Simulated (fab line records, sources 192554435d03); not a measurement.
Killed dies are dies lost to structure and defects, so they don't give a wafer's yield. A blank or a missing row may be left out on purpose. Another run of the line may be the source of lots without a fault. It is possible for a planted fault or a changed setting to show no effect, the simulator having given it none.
fab line records	flow n5_finfet
record: lots: 9	wafers: 27	last_day: 17
route steps=1938 shown BEOL_M0_SAQP@679 BEOL_M4@1111 PASSIVATION@1936
lots with no fault: from the same line, run without faults
start_h: start of the lot's first displayed wafer, in hours after the record's first day	wait_h: hours from the lot's prior step to this one	" repeats the value in the row above	L1.1+2: a row that stands for several wafers	- no value, or no start given	* or withheld: withheld	< > ~ a bound
route shown NAME@n: a module of which the file shows steps, and the number in the route of the first	usual: the fault-free wafers' mean and standard deviation	same: alike in all rows	chamber/n: place in a boat	sites: readings site by site	_std_site: their standard deviation	_edge_site: the outer-site mean with the inner-site mean subtracted	radius_mm: how far each site lies from the wafer's centre	mask NAME#n: copy n	behind: tool/chamber where the wafer was last shaped	hold: the reason the lot was held/the length of the hold in hours/how it ended	device: which transistor (n, p or np) failed to switch	end of line: the same wafers' tests at the end of the route	where a step has no rows: the recipe by itself	killed: not the wafer's yield, but the dies lost to structure and defects at the first sort	map: shows each die of a wafer: x if killed, . if not, _ if none is there
set.NAME: the setting as run; set.NAME@STEP: as run at that earlier step	model.NAME: the simulator's own value behind a step, which no gauge read
a sample of lots followed through the steps of the route, with each step as a table and each wafer as a row
services: the hour from which a tool's chamber was out of use, counted from the record's first day as start_h (under 0 if before that day), plus the number of hours and why
== steps ==
step: N5_BEOL_M0_SAQP_CD_MEAS_29
recipe: target_cd_nm: 14.4	landing_energy_ev: 1000	detector: se_inlens
usual: cd_nm: 15.01/0.23
lot.wafer	tool	chamber	start_h	wait_h	cd_nm
L254.1	cd_sem-03	0	135.48	0.1	14.51
L254.4	"	0	"	"	14.95
L254.6	"	0	"	"	14.59
L259.1	cd_sem-01	0	155.12	0.1	15.29
L259.5	"	0	"	"	15.11
L259.6	"	0	"	"	15.01
L260.2	cd_sem-01	0	161.05	0.1	15.34
L260.3	"	0	"	"	15.39
L260.6	"	0	"	"	15.11
L261.2	cd_sem-03	0	168.16	0.1	14.93
L261.5	"	0	"	"	15.30
L261.6	"	0	"	"	14.73
L262.1	cd_sem-03	0	176.95	0.1	15.13
L262.3	"	0	"	"	15.31
L262.4	"	0	"	"	14.77
L268.1	cd_sem-01	0	214.17	0.1	14.77
L268.2	"	0	"	"	15.16
L268.5	"	0	"	"	15.09
L271.1	cd_sem-03	0	232.01	0.1	15.06
L271.3	"	0	"	"	15.43
L271.6	"	0	"	"	15.01
L272.2	cd_sem-03	0	235.84	0.1	15.15
L272.3	"	0	"	"	15.05
L272.5	"	0	"	"	15.20
L273.1	cd_sem-03	0	241.86	0.1	14.98
L273.3	"	0	"	"	15.34
L273.4	"	0	"	"	15.01
step: N5_BEOL_M0_SAQP_ETCH_88
recipe: chemistry: N2/H2	target: underlayer	target_depth_a: 65	time_s: 5.2	ion_energy_ev: 200	mask_material: CAR-EUV	pressure_mtorr: 30	source_w: 840	bias_w: 150	n2_flow_sccm: 200	h2_flow_sccm: 200	ends: cleared
usual: bias_w: 150.0/0.46	chamber_pressure_mTorr: 29.97/0.28	drypump_motor_current_A: 5.9/0.37	etch_rf_on_time_s: 5.23/0.13	h2_flow_sccm: 200.0/0.61	oes_product_au: 0.64/0.055	rf_vpp_V: 524.1/2.9	showerhead_plenum_p_Torr: 2.55/0.1	throttle_valve_pct: 17.81/0.24
lot.wafer	tool	chamber	start_h	wait_h	bias_w	chamber_pressure_mTorr	drypump_motor_current_A	etch_rf_on_time_s	h2_flow_sccm	oes_product_au	rf_hours_counter_h	rf_vpp_V	showerhead_plenum_p_Torr	throttle_valve_pct
L254.1	rie_diel-06	0	135.94	0.0	149.7	29.99	4.9	5.50	199.0	0.58	235	519.2	2.38	18.25
L254.4	"	3	"	"	150.0	29.99	6.3	5.19	199.6	0.70	74	525.5	2.59	17.98
L254.6	"	3	"	"	149.8	29.97	6.3	5.17	199.4	0.70	-	525.7	2.59	17.97
L259.1	rie_diel-01	3	155.84	0.0	149.8	29.95	5.7	5.41	200.0	0.61	190	525.8	2.63	17.89
L259.5	"	2	"	"	149.4	29.98	6.4	5.25	199.7	0.63	-	517.8	2.44	17.68
L259.6	"	1	"	"	149.7	30.02	6.3	4.98	199.1	0.68	-	525.2	2.65	17.35
L260.2	rie_diel-01	3	161.51	0.0	-	-	-	-	-	-	-	-	-	-
L260.3	"	0	"	"	-	-	-	-	-	-	-	-	-	-
L260.6	"	0	"	"	-	-	-	-	-	-	-	-	-	-
L261.2	rie_diel-01	1	168.63	0.0	-	-	-	-	-	-	-	-	-	-
L261.5	"	3	"	"	-	-	-	-	-	-	-	-	-	-
L261.6	"	0	"	"	-	-	-	-	-	-	-	-	-	-
L262.1	rie_diel-06	3	177.51	0.0	-	-	-	-	-	-	-	-	-	-
L262.3	"	0	"	"	-	-	-	-	-	-	-	-	-	-
L262.4	"	2	"	"	-	-	-	-	-	-	-	-	-	-
L268.1	rie_diel-01	1	215.26	0.0	150.1	29.95	6.3	4.95	200.0	0.67	163	525.2	2.64	17.38
L268.2	"	0	"	"	150.1	29.93	5.4	5.13	199.2	0.70	82	528.6	2.69	17.89
L268.5	"	2	"	"	149.3	30.02	6.4	5.22	201.0	0.61	-	520.8	2.43	17.68
L271.1	rie_diel-06	2	232.60	0.0	150.1	30.02	6.4	5.38	200.0	0.60	208	525.3	2.50	17.74
L271.3	"	3	"	"	149.9	30.03	6.3	5.19	200.0	0.68	103	526.3	2.58	18.03
L271.6	"	2	"	"	150.0	30.08	6.4	5.37	201.2	0.60	-	522.5	2.50	17.71
L272.2	rie_diel-05	0	236.31	0.0	151.1	30.02	5.5	5.27	200.6	0.63	153	518.8	2.43	18.13
L272.3	"	1	"	"	150.1	30.00	6.1	5.32	201.4	0.58	236	521.1	2.41	17.55
L272.5	"	1	"	"	150.2	29.91	6.1	5.35	200.7	0.59	-	519.8	2.41	17.56
L273.1	rie_diel-06	3	242.45	0.0	150.5	29.97	6.3	5.26	200.5	0.65	107	523.8	2.57	18.01
L273.3	"	2	"	"	150.0	29.94	6.4	5.43	199.6	0.60	212	524.1	2.50	17.74
L273.4	"	3	"	"	149.5	29.95	6.3	5.23	200.4	0.67	-	527.0	2.58	18.04
step: N5_BEOL_M0_SAQP_ETCH_73
recipe: chemistry: CF4	target: SiARC	target_depth_a: 195	mask_material: CAR-EUV	time_s: 32.5	ion_energy_ev: 80	pressure_mtorr: 40	source_w: 545	bias_w: 36	Ar_flow_sccm: 100	cf4_flow_sccm: 100	ends: cleared
usual: bias_w: 36.01/0.1	cf4_flow_sccm: 100.0/0.31	drypump_motor_current_A: 5.9/0.36	etch_rf_on_time_s: 32.7/0.68	oes_product_au: 0.64/0.053	rf_vpp_V: 184.2/1.2	showerhead_plenum_p_Torr: 2.15/0.079	throttle_valve_pct: 15.61/0.21
lot.wafer	tool	chamber	start_h	wait_h	bias_w	cf4_flow_sccm	drypump_motor_current_A	etch_rf_on_time_s	oes_product_au	rf_hours_counter_h	rf_vpp_V	showerhead_plenum_p_Torr	throttle_valve_pct
L254.1	rie_diel-06	0	135.96	0.0	35.99	100.3	4.9	34.3	0.58	235	181.9	2.03	16.19
L254.4	"	3	"	"	36.01	99.8	6.3	32.3	0.70	74	184.3	2.18	15.62
L254.6	"	3	"	"	36.05	99.7	6.3	32.1	0.70	-	184.3	2.18	15.62
L259.1	rie_diel-01	3	155.85	0.0	35.90	100.1	5.8	33.1	0.61	190	183.0	2.21	15.56
L259.5	"	2	"	"	36.17	100.3	6.4	32.7	0.64	-	183.8	2.05	15.48
L259.6	"	1	"	"	35.89	99.6	6.3	31.2	0.68	-	184.1	2.22	15.20
L260.2	rie_diel-01	3	161.53	0.0	36.00	100.3	5.8	33.4	0.62	192	184.4	2.21	15.56
L260.3	"	0	"	"	36.05	100.3	5.5	32.3	0.71	66	185.6	2.27	15.69
L260.6	"	0	"	"	36.15	100.3	5.5	32.1	0.71	-	185.7	2.27	15.68
L261.2	rie_diel-01	1	168.64	0.0	36.13	100.6	6.3	31.4	0.67	150	186.4	2.22	15.20
L261.5	"	3	"	"	35.98	99.6	5.8	33.1	0.61	-	185.9	2.21	15.57
L261.6	"	0	"	"	35.98	99.8	5.5	31.9	0.72	-	184.6	2.27	15.69
L262.1	rie_diel-06	3	177.53	0.0	35.86	100.7	6.3	32.6	0.69	86	184.6	2.18	15.64
L262.3	"	0	"	"	35.93	99.5	5.0	34.7	0.57	248	181.8	2.03	16.19
L262.4	"	2	"	"	35.85	99.6	6.4	33.9	0.60	198	184.6	2.13	15.58
L268.1	rie_diel-01	1	215.28	0.0	35.90	100.1	6.3	31.6	0.67	163	186.2	2.22	15.25
L268.2	"	0	"	"	36.11	100.2	5.5	32.1	0.69	82	184.4	2.26	15.72
L268.5	"	2	"	"	35.96	100.0	6.4	32.6	0.62	-	182.5	2.05	15.53
L271.1	rie_diel-06	2	232.62	0.0	35.86	99.9	6.3	34.0	0.59	208	183.4	2.13	15.61
L271.3	"	3	"	"	36.13	100.1	6.3	32.6	0.67	103	184.4	2.17	15.67
L271.6	"	2	"	"	35.79	99.8	6.3	33.6	0.60	-	183.9	2.13	15.60
L272.2	rie_diel-05	0	236.33	0.0	36.27	100.3	5.5	32.5	0.63	153	184.6	2.06	15.85
L272.3	"	1	"	"	35.90	99.8	6.1	32.7	0.60	236	181.8	2.04	15.50
L272.5	"	1	"	"	36.03	100.4	6.1	32.7	0.59	-	184.0	2.04	15.51
L273.1	rie_diel-06	3	242.47	0.0	35.97	99.9	6.3	32.8	0.66	107	184.8	2.17	15.67
L273.3	"	2	"	"	36.00	99.9	6.4	33.7	0.59	212	183.3	2.13	15.61
L273.4	"	3	"	"	36.12	100.0	6.3	32.5	0.66	-	184.5	2.17	15.68
step: N5_BEOL_M0_SAQP_ALD_48
recipe: material: SiO2	target_thk_a: 200	temp_c: 100	ald_precursor_family: BDEAS	ald_co_reactant: O2-plasma	pulse_time_s: 1	co_reactant_pulse_time_s: 1	purge_time_s: 2	co_reactant_purge_time_s: 2	ald_cycles: 139	pressure_torr: 2
usual: chamber_pressure_Torr: 2.000/0.0038	heater_power_w: 79/5.4	precursor_pulse_height_rel: 0.998/0.02
same: purge_time_s: 2
lot.wafer	tool	chamber	start_h	wait_h	chamber_pressure_Torr	heater_power_w	precursor_pulse_height_rel
L254.1	ald_sin-02	0	136.19	0.0	2.003	70	1.001
L254.4	"	1	"	"	2.001	78	1.001
L254.6	"	2	"	"	1.995	81	1.015
L259.1	ald_sin-03	3	156.09	0.0	1.999	86	1.004
L259.5	"	0	"	"	1.996	78	0.996
L259.6	"	3	"	"	2.003	85	0.992
L260.2	ald_sin-01	3	161.88	0.1	1.996	86	0.971
L260.3	"	0	"	"	2.002	85	0.984
L260.6	"	3	"	"	1.996	84	0.986
L261.2	ald_sin-02	1	168.88	0.0	1.997	82	1.008
L261.5	"	2	"	"	2.007	81	0.955
L261.6	"	1	"	"	1.999	79	0.952
L262.1	ald_sin-02	1	178.17	0.4	2.001	80	0.959
L262.3	"	3	"	"	2.004	72	0.983
L262.4	"	0	"	"	1.996	70	0.961
L268.1	ald_sin-02	1	216.25	0.8	1.999	78	1.001
L268.2	"	0	"	"	2.004	69	1.011
L268.5	"	2	"	"	2.001	82	0.986
L271.1	ald_sin-03	3	234.59	1.8	1.994	84	0.981
L271.3	"	2	"	"	1.993	75	0.952
L271.6	"	3	"	"	1.994	84	0.985
L272.2	ald_sin-03	1	236.64	0.1	1.998	72	1.009
L272.3	"	2	"	"	2.004	73	0.972
L272.5	"	0	"	"	1.992	78	1.018
L273.1	ald_sin-01	2	242.70	0.0	1.999	79	0.966
L273.3	"	3	"	"	2.000	84	0.992
L273.4	"	1	"	"	2.002	84	1.026
step: N5_BEOL_M4_RC_MEAS_101
usual: DIBL_N: 35.8/1.6	DIBL_P: 36.0/1.9	IOFF_N: 0.151/0.029	IOFF_P: 0.21/0.037	ION_N: 673/12	ION_P: 463/7.3	SS_N: 71.5/0.58	SS_P: 73.2/0.61	VT_N: 251/3.3	VT_P: -250/3.3
lot.wafer	tool	chamber	start_h	wait_h	DIBL_N[mV/V]	DIBL_P[mV/V]	IOFF_N[nA/um]	IOFF_P[nA/um]	ION_N[uA/um]	ION_P[uA/um]	SS_N[mV/dec]	SS_P[mV/dec]	VT_N[mV]	VT_P[mV]
L254.1	prober-01	0	186.70	0.0	36.8	36.7	0.151	0.20	668	456	72.1	73.5	253	-252
L254.4	"	0	"	"	35.3	34.5	0.128	0.17	657	457	71.0	72.6	254	-253
L254.6	"	0	"	"	34.1	33.3	0.108	0.15	652	452	71.1	72.0	257	-253
L260.2	prober-01	0	210.31	0.2	34.8	32.8	0.112	0.14	664	453	71.5	72.6	255	-257
L260.3	"	0	"	"	35.8	35.3	0.133	0.17	668	461	71.8	73.1	252	-252
L260.6	"	0	"	"	34.7	34.9	0.124	0.18	657	453	71.6	72.9	251	-252
L261.2	prober-02	0	213.34	0.2	34.8	35.5	0.154	0.22	681	478	71.6	72.6	254	-247
L261.5	"	0	"	"	34.7	36.2	0.152	0.24	685	478	71.5	72.9	253	-244
L261.6	"	0	"	"	35.2	35.7	0.161	0.23	672	460	72.5	73.2	250	-245
L259.1	prober-02	0	220.41	0.0	37.0	36.4	0.145	0.19	670	464	72.6	72.2	251	-251
L259.5	"	0	"	"	38.3	38.8	0.186	0.23	682	463	72.5	74.0	250	-250
L259.6	"	0	"	"	37.5	38.3	0.174	0.21	689	468	72.1	73.4	249	-249
L262.1	prober-02	0	239.33	0.0	35.1	36.2	0.152	0.22	666	462	72.1	72.9	254	-247
L262.3	"	0	"	"	32.7	34.1	0.119	0.19	669	465	70.8	73.1	252	-248
L262.4	"	0	"	"	35.1	37.4	0.175	0.25	691	475	71.3	73.8	247	-247
L268.1	prober-02	0	278.49	0.0	35.2	33.6	0.151	0.21	688	470	71.8	73.0	250	-247
L268.2	"	0	"	"	38.9	39.2	0.229	0.31	695	476	71.9	74.0	244	-245
L268.5	"	0	"	"	35.8	35.5	0.163	0.24	678	470	72.0	73.4	248	-246
L271.1	prober-02	0	284.78	0.0	35.8	36.4	0.151	0.23	665	460	71.4	72.8	251	-247
L271.3	"	0	"	"	33.0	32.9	0.107	0.17	649	454	70.8	72.0	252	-252
L271.6	"	0	"	"	35.1	35.1	0.144	0.21	672	461	71.1	73.1	252	-250
L272.2	prober-01	0	298.89	0.2	34.1	35.2	0.132	0.18	647	459	71.3	73.8	253	-253
L272.3	"	0	"	"	38.7	39.7	0.234	0.26	708	469	72.9	74.2	244	-247
L272.5	"	0	"	"	34.6	37.3	0.162	0.22	687	470	72.3	73.6	246	-254
L273.1	prober-01	0	306.56	0.0	37.7	38.0	0.210	0.29	692	477	72.4	73.5	247	-245
L273.3	"	0	"	"	36.0	36.1	0.178	0.24	681	473	71.2	73.3	246	-248
L273.4	"	0	"	"	35.0	33.9	0.142	0.20	678	467	71.7	72.5	250	-250
step: N5_PASSIVATION_PROBE_49
usual: defect_limited_yield: 90.9/1.4	killed_at_M0_to_M3: 37/12	killed_at_M4_up: 14/5.3	killed_at_contacts: 12/6.2	killed_at_front_end: 41/11	killed_at_other: 3.7/2.9	killed_dies: 107/17	killed_open: 71/12	killed_short: 34/7.9	sort_bin_5_function: 5.3/0.95	sort_bin_6_memory: 3.4/0.7	sort_n_pass: 1073/17	sort_yield_pct: 90.9/1.5
same: gross_dies: 1180	killed_at_back_side: 0	sort_bin_4_leakage[%]: 0	sort_bin_8_speed[%]: 0
lot.wafer	tool	chamber	start_h	wait_h	defect_limited_yield[%]	killed_at_M0_to_M3	killed_at_M4_up	killed_at_contacts	killed_at_front_end	killed_at_other	killed_dies	killed_open	killed_short	sort_bin_5_function[%]	sort_bin_6_memory[%]	sort_n_pass	sort_yield_pct[%]
L254.1	prober-01	-	286.07	0.0	91.3	39	10	17	36	1	103	73	29	5.1	3.2	1077	91.3
L254.4	prober-01	-	286.22	0.2	92.0	39	12	11	27	5	94	62	32	4.4	3.3	1086	92.0
L254.6	prober-01	-	286.32	0.3	92.5	34	9	21	17	8	89	59	27	4.6	2.8	1091	92.5
L260.2	prober-02	-	325.09	0.1	91.9	37	8	3	48	0	96	58	36	4.4	3.5	1084	91.9
L260.3	prober-02	-	325.14	0.1	91.0	25	13	21	43	4	106	67	35	5.5	3.1	1074	91.0
L260.6	prober-02	-	325.29	0.3	90.2	34	19	8	54	1	116	71	42	6.3	3.1	1064	90.2
L259.1	prober-01	-	325.84	0.0	88.1	80	12	7	41	1	141	76	60	7.3	4.0	1039	88.1
L259.5	prober-01	-	326.04	0.2	89.1	53	11	10	54	1	129	79	45	6.5	3.7	1051	89.1
L259.6	prober-01	-	326.09	0.3	87.4	89	10	12	30	8	149	93	54	7.4	4.7	1031	87.4
L262.1	prober-02	-	341.82	0.0	88.8	51	13	12	52	4	132	91	38	6.2	4.5	1048	88.8
L262.3	prober-02	-	341.92	0.1	91.2	32	21	19	30	2	104	69	32	5.3	2.9	1076	91.2
L262.4	prober-02	-	341.97	0.2	90.7	34	14	11	43	8	110	69	40	5.3	3.7	1070	90.7
L268.1	prober-02	-	389.00	0.0	92.2	36	6	7	40	3	92	64	22	4.4	2.9	1088	92.2
L268.2	prober-02	-	389.05	0.1	90.6	44	14	15	36	2	111	77	31	5.7	3.6	1069	90.6
L268.5	prober-02	-	389.20	0.2	87.8	46	20	31	35	12	144	103	36	6.7	5.1	1036	87.8
killed by level:class
L254.1 MOL_CONTACT_COAG:geometric_particle:open=16 FIN_SAQP:geometric_particle:short=13 FIN_SAQP:geometric_particle:open=7 BEOL_M2:geometric_particle:open=7 BEOL_M3:geometric_particle:open=7 BEOL_M4:geometric_particle:open=7 BEOL_M0:geometric_particle:open=6 BEOL_M1:geometric_particle:open=5
L254.4 BEOL_M2:geometric_particle:open=13 FIN_SAQP:geometric_particle:open=7 MOL_CONTACT_COAG:geometric_particle:open=7 BEOL_M4:geometric_particle:open=7 FIN_SAQP:geometric_particle:short=5 STI_FIN_REVEAL:geometric_particle:open=5 BEOL_M0:geometric_particle:short=5 MOL_CONTACT_COAG:geometric_particle:short=4
L254.6 MOL_CONTACT_COAG:geometric_particle:open=14 BEOL_M1:geometric_particle:open=8 BEOL_M0_SAQP:geometric_particle:open=7 MOL_CONTACT_COAG:geometric_particle:short=6 BEOL_M3:geometric_particle:open=6 BEOL_M5:geometric_particle:open=5 PASS1_CAP:geometric_particle:short=5 FIN_SAQP:geometric_particle:short=4
L260.2 FIN_SAQP:geometric_particle:open=18 BEOL_M0_SAQP:geometric_particle:short=12 BEOL_M2:geometric_particle:open=10 STI_FIN_REVEAL:geometric_particle:open=8 BEOL_M0_SAQP:geometric_particle:open=7 GATE_CUT:geometric_particle:short=4 STARTING-WAFER:geometric_particle:short=4 FIN_SAQP:geometric_particle:short=3
L260.3 FIN_SAQP:geometric_particle:short=16 MOL_CONTACT_COAG:geometric_particle:open=16 FIN_SAQP:geometric_particle:open=14 BEOL_M2:geometric_particle:open=7 BEOL_M0_SAQP:geometric_particle:open=6 BEOL_M0_SAQP:geometric_particle:short=6 STI_FIN_REVEAL:geometric_particle:open=5 MOL_CONTACT_COAG:geometric_particle:short=4
L260.6 FIN_SAQP:geometric_particle:open=12 FIN_SAQP:geometric_particle:short=12 STI_FIN_REVEAL:geometric_particle:open=10 BEOL_M0_SAQP:geometric_particle:short=9 MOL_CONTACT_COAG:geometric_particle:open=6 BEOL_M3:geometric_particle:open=6 BEOL_M0_SAQP:geometric_particle:open=5 BEOL_M2:geometric_particle:open=5
L259.1 BEOL_M0_SAQP:geometric_particle:open=19 BEOL_M0_SAQP:geometric_particle:short=18 FIN_SAQP:geometric_particle:open=13 BEOL_M1:geometric_particle:short=12 FIN_SAQP:geometric_particle:short=10 BEOL_M2:geometric_particle:open=10 BEOL_M1:geometric_particle:open=6 BEOL_M3:geometric_particle:short=6
L259.5 BEOL_M0_SAQP:geometric_particle:open=18 BEOL_M0_SAQP:geometric_particle:short=14 GATE_CUT:geometric_particle:short=10 FIN_SAQP:geometric_particle:short=9 FIN_SAQP:geometric_particle:open=8 STI_FIN_REVEAL:geometric_particle:open=7 MOL_CONTACT_COAG:geometric_particle:open=7 BEOL_M1:geometric_particle:open=6
L259.6 BEOL_M0_SAQP:geometric_particle:short=22 BEOL_M0_SAQP:geometric_particle:open=22 BEOL_M2:geometric_particle:open=16 BEOL_M3:geometric_particle:open=9 BEOL_M1:geometric_particle:open=9 MOL_CONTACT_COAG:geometric_particle:open=8 FIN_SAQP:geometric_particle:open=6 STI_FIN_REVEAL:geometric_particle:open=5
L262.1 BEOL_M3:geometric_particle:open=12 MOL_CONTACT_COAG:geometric_particle:open=11 FIN_SAQP:geometric_particle:open=10 FIN_SAQP:geometric_particle:short=10 BEOL_M0_SAQP:geometric_particle:open=10 GATE_CUT:geometric_particle:short=9 BEOL_M0_SAQP:geometric_particle:short=9 BEOL_M1:geometric_particle:open=9
L262.3 MOL_CONTACT_COAG:geometric_particle:open=13 STI_FIN_REVEAL:geometric_particle:open=9 BEOL_M4:geometric_particle:open=9 BEOL_M3:geometric_particle:open=7 FIN_SAQP:geometric_particle:short=5 MOL_CONTACT_COAG:geometric_particle:short=5 BEOL_M1:geometric_particle:open=5 BEOL_M2:geometric_particle:short=5
L262.4 BEOL_M0_SAQP:geometric_particle:open=12 BEOL_M0_SAQP:geometric_particle:short=11 GATE_CUT:geometric_particle:open=10 DUMMY_GATE:geometric_particle:open=8 MOL_CONTACT_COAG:geometric_particle:open=8 STI_FIN_REVEAL:geometric_particle:open=6 FIN_SAQP:geometric_particle:short=5 GATE_CUT:geometric_particle:short=4
L268.1 BEOL_M2:geometric_particle:open=10 STI_FIN_REVEAL:geometric_particle:open=8 BEOL_M3:geometric_particle:open=8 FIN_SAQP:geometric_particle:open=7 MOL_CONTACT_COAG:geometric_particle:open=7 BEOL_M1:geometric_particle:open=6 BEOL_M0_SAQP:geometric_particle:short=4 HKMG_FIN:area_etch=4
L268.2 STI_FIN_REVEAL:geometric_particle:open=17 MOL_CONTACT_COAG:geometric_particle:open=13 BEOL_M0_SAQP:geometric_particle:short=9 BEOL_M0_SAQP:geometric_particle:open=8 BEOL_M2:geometric_particle:open=8 BEOL_M5:geometric_particle:open=6 BEOL_M0:geometric_particle:open=5 BEOL_M1:geometric_particle:open=4
L268.5 MOL_CONTACT_COAG:geometric_particle:open=26 BEOL_M1:geometric_particle:open=15 STI_FIN_REVEAL:geometric_particle:open=10 BEOL_M0_SAQP:geometric_particle:short=8 BEOL_M2:geometric_particle:open=7 BEOL_M4:geometric_particle:open=7 MOL_CONTACT_COAG:geometric_particle:short=5 BEOL_M3:geometric_particle:open=5
== services ==
tool	chamber	start_h	hours	kind
ald_sin-03	-	115.30	6.0	pm
ald_sin-02	-	119.38	2.8	pm
rie_diel-06	2	124.88	3.2	repair
rie_diel-05	0	157.45	2.8	repair
ald_sin-01	-	177.12	14.0	pm
ald_sin-01	0	177.12	14.0	vent_cycle
ald_sin-01	1	177.12	14.0	vent_cycle
ald_sin-01	2	177.12	14.0	vent_cycle
ald_sin-01	3	177.12	14.0	vent_cycle
ald_sin-01	0	191.12	-	clean
ald_sin-01	1	191.12	-	clean
ald_sin-01	2	191.12	-	clean
ald_sin-01	3	191.12	-	clean
rie_diel-06	2	201.30	23.7	repair
rie_diel-06	3	202.27	7.3	repair
rie_diel-01	-	211.73	3.2	repair
ald_sin-01	-	213.84	28.1	pm
rie_diel-05	2	220.81	-	clean
rie_diel-06	0	226.90	-	clean
rie_diel-06	0	226.90	-	consumable_replace:focus_ring
rie_diel-06	0	226.90	-	consumable_replace:showerhead
rie_diel-06	0	226.90	20.7	scheduled_down
rie_diel-06	0	226.90	20.7	vent_cycle
ald_sin-02	2	239.54	22.8	repair
== key ==
first_sign: step: N5_BEOL_M0_SAQP_ETCH_88	reading: tool_record	direction: missing
effect none on later readings
met_at N5_BEOL_M0_SAQP_ETCH_88
struck_lots L260,L261,L262
not_acting_at N5_BEOL_M0_SAQP_CD_MEAS_29,N5_BEOL_M0_SAQP_ETCH_73,N5_BEOL_M0_SAQP_ALD_48
onset_between 155.84 161.51
fault: kind: skipped_step_whole	tool: rie_diel-01,rie_diel-06	chamber: -	onset_h: 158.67	steps: N5_BEOL_M0_SAQP_ETCH_88	scope: struck_lots_only
